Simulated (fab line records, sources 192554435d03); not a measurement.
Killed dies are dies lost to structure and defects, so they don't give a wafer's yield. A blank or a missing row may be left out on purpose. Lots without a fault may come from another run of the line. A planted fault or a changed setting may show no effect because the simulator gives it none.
Split-lot experiment | flow n5_finfet | 7 lots, 21 wafers read, on a route of 1938 steps

THE SPLIT
At N5_BEOL_M6_TRENCH_ETCH_37 (etches SiCOH lowk in C4F6/O2, target depth 94.435 nm, time 31.5 s), the setting source_w was moved away from the recipe's 345 W on 12 of the 21 wafers read, by +6.7% to +17.9%. The other wafers ran this setting at the recipe's value.

The reading is taken at the split's own step.

THE READING
rf_vpp_V, in V, at N5_BEOL_M6_TRENCH_ETCH_37 (etches SiCOH lowk in C4F6/O2, target depth 94.435 nm, time 31.5 s). Fault-free wafers of this fab line usually give 666 V, standard deviation 6.5 V.

wafer  | tool, chamber at the split | source_w as run, W | against the recipe | rf_vpp_V, V | against lot-mates on the recipe
L076.2 | rie_diel-05, 0             | 345                | recipe             | 682         | -
L076.3 | rie_diel-05, 2             | 402.3              | +16.6%             | 608         | -74
L076.4 | rie_diel-05, 3             | 402.3              | +16.6%             | 613         | -69
L078.2 | rie_diel-04, 3             | 345                | recipe             | 668         | -
L078.3 | rie_diel-04, 1             | 345                | recipe             | 665         | -
L078.5 | rie_diel-04, 2             | 345                | recipe             | 660         | -
L080.1 | rie_diel-04, 0             | 406.8              | +17.9%             | 620         | -41
L080.2 | rie_diel-04, 3             | 406.8              | +17.9%             | 614         | -47
L080.3 | rie_diel-04, 2             | 345                | recipe             | 661         | -
L083.1 | rie_diel-02, 2             | 345                | recipe             | 675         | -
L083.3 | rie_diel-02, 1             | 345                | recipe             | 662         | -
L083.6 | rie_diel-02, 0             | 345                | recipe             | 668         | -
L084.2 | rie_diel-04, 3             | 381.4              | +10.6%             | 634         | -25
L084.3 | rie_diel-04, 1             | 381.4              | +10.6%             | 631         | -28
L084.4 | rie_diel-04, 2             | 345                | recipe             | 659         | -
L086.2 | rie_diel-05, 2             | 368                | +6.7%              | 636         | no lot-mate on the recipe
L086.4 | rie_diel-05, 1             | 368                | +6.7%              | 646         | no lot-mate on the recipe
L086.6 | rie_diel-05, 1             | 368                | +6.7%              | 641         | no lot-mate on the recipe
L097.3 | rie_diel-04, 2             | 381.1              | +10.5%             | 626         | no lot-mate on the recipe
L097.5 | rie_diel-04, 2             | 381.1              | +10.5%             | 626         | no lot-mate on the recipe
L097.6 | rie_diel-04, 1             | 381.1              | +10.5%             | 631         | no lot-mate on the recipe

THE FIT
A straight line over all 21 wafers: rf_vpp_V changes by -3.15 V for each +1% of source_w; r = -0.96; the points scatter about the line by 6.6 V.
The same after taking each lot's own level away (the mean of its wafers on the recipe; 15 wafers): -3.21 V for each +1%; r = -0.94; scatter 9.9 V.
On that fit, the largest move of source_w shifts the reading by 57 V.
The lots' own levels span 659.0 to 682.0 V, that is 3.5 times the standard deviation above.
So the lot-to-lot level changes the slope little: the two slopes agree.
Check: with one of the wafers moved furthest among these (+17.9%) left out of the fit, the line predicts -61.9 V for it against its lot-mates. It came out at -41 V against them.
Tool readings at the split's step, against how far the setting was moved: rf_vpp_V r = -0.96.

OTHER SPLITS ON THESE WAFERS
These wafers also went through other splits before the reading. Each is held against what the fit with the lots' levels taken away leaves over:
other split on the same wafers     | wafers away from the commonest value | r with rf_vpp_V (lot level and that fit taken away)
N5_BEOL_M4_TRENCH_ETCH_37 source_w | 9                                    | -0.38
N5_BEOL_M5_COAT_71 spin_rpm        | 7                                    | -0.34

THE FILE'S OWN FIT
rf_vpp_V changes by -3.16 V for each +1% of source_w, r = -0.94.
